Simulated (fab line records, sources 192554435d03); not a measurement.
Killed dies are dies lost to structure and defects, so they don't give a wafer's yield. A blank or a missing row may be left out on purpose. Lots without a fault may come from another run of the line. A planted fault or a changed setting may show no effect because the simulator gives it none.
A struck lot beside a sound one | flow n5_finfet | 15 steps out of a route of 1938
Sound: wafers L267.2, L267.3, L267.6. Struck: wafer L276.4. (L276.3 of the same lot was not struck and is left out.) The cause comes at the end.
At each step with rows: each side's tool, then ch and its chambers, then its first start. Under that, the readings that differ: sound wafers | struck wafers | difference of the means | sigmas: that difference in standard deviations of wafers without a fault.
alike: readings whose means differ by less than 2 such deviations, and words and numbers that are the same on both sides. not compared: withheld readings, readings that some wafer has no value for, bounds like >300 that may hide the same value, and numbers for which the record gives no deviation and whose values overlap.
The two part at a step that has a row with sigmas, a row that says differs or no value, or rows on one side only. Numbers that don't overlap but have no deviation are shown without sigmas and don't part them. A reading that every wafer of one side lacks parts them only if that side has two wafers or more.

N5_BEOL_M12_TRENCH_ETCH_34: etches SiOC in C4F8/O2/Ar, target depth 318.95 nm, time 125.5 s.
  sound on rie_diel-06 ch 1,2, day 12 18:17; struck on rie_diel-06 ch 2, day 16 12:35
  alike: drypump_motor_current_A, oes_product_au, rf_vpp_V, showerhead_plenum_p_Torr, throttle_valve_pct
  not compared: rf_hours_counter_h
then, 1 step without rows for these wafers: N5_BEOL_M12_STRIP_70 (strips in C4F8/O2/Ar).
N5_BEOL_M12_OCD_MEAS_35:
  sound on ocd-01, day 12 18:26; struck on ocd-01, day 16 12:45
  alike: trench_depth_nm
then, 1 step without rows for these wafers: N5_BEOL_M12_STRIP_37 (strips in N2/H2).
N5_BEOL_M12_ETCH_38: etches SiCN in CF4/N2, target depth 68.7 nm, time 73.4 s.
  sound on rie_diel-01 ch 1,2,3, day 12 18:33; struck on rie_diel-01 ch 2, day 16 15:23
  alike: drypump_motor_current_A, oes_product_au, rf_vpp_V, showerhead_plenum_p_Torr, throttle_valve_pct
  not compared: rf_hours_counter_h
then, 4 steps without rows for these wafers: N5_BEOL_M12_PRECLEAN_39 (cleans in residue remover, time 60 s); N5_BEOL_M12_SRD_40 (time 30 s, dry time 30 s); N5_BEOL_M12_DEGAS_41 (time 60 s); N5_BEOL_M12_PRE_CLEAN_42 (time 30 s).
N5_BEOL_M12_SPUTTER_43: material TaN, target thk 15 nm, time 24.19 s.
  sound on pvd_sputter-03, day 12 19:04; struck on pvd_sputter-01, day 16 15:45
  reading              | sound             | struck | difference | sigmas
  substrate_temp_c (C) | 49.91 50.15 49.88 | 50.38  | +0.40      | +3
  alike: bias_v, throttle_valve_pct
N5_BEOL_M12_SPUTTER_44: material Ta, target thk 10 nm, time 16.13 s.
  sound on pvd_sputter-03, day 12 19:08; struck on pvd_sputter-01, day 16 15:50
  alike: bias_v, substrate_temp_c, throttle_valve_pct
then, 1 step without rows for these wafers: N5_BEOL_M12_SPUTTER_45 (material Cu, target thk 80 nm, time 13.33 s).
N5_BEOL_M12_ECD_47: material Cu, target thk 720 nm.
  sound on ecd_cu-02 ch 0,1, day 12 19:20; struck on ecd_cu-01 ch 0, day 16 16:04
  reading                                 | sound         | struck | difference | sigmas
  model.Cu_of_BEOL_M12_ECD_47.thk_nm (nm) | 726 713 726.6 | 467.6  | -254.3     |
N5_BEOL_M12_ANNEAL_48: time 90 s.
  sound on rtp_anneal-01 ch 0, day 12 19:34; struck on rtp_anneal-02 ch 0, day 16 16:44
  alike: wafer_temp_C_max
N5_PASSIVATION_PROBE_49:
  the record has rows for the sound wafers here (prober-01, day 14 03:43) and none for the struck ones

WHERE THEY PART
First at N5_BEOL_M12_SPUTTER_43; last, within this record, at N5_PASSIVATION_PROBE_49.

WHY: what the simulator had put in
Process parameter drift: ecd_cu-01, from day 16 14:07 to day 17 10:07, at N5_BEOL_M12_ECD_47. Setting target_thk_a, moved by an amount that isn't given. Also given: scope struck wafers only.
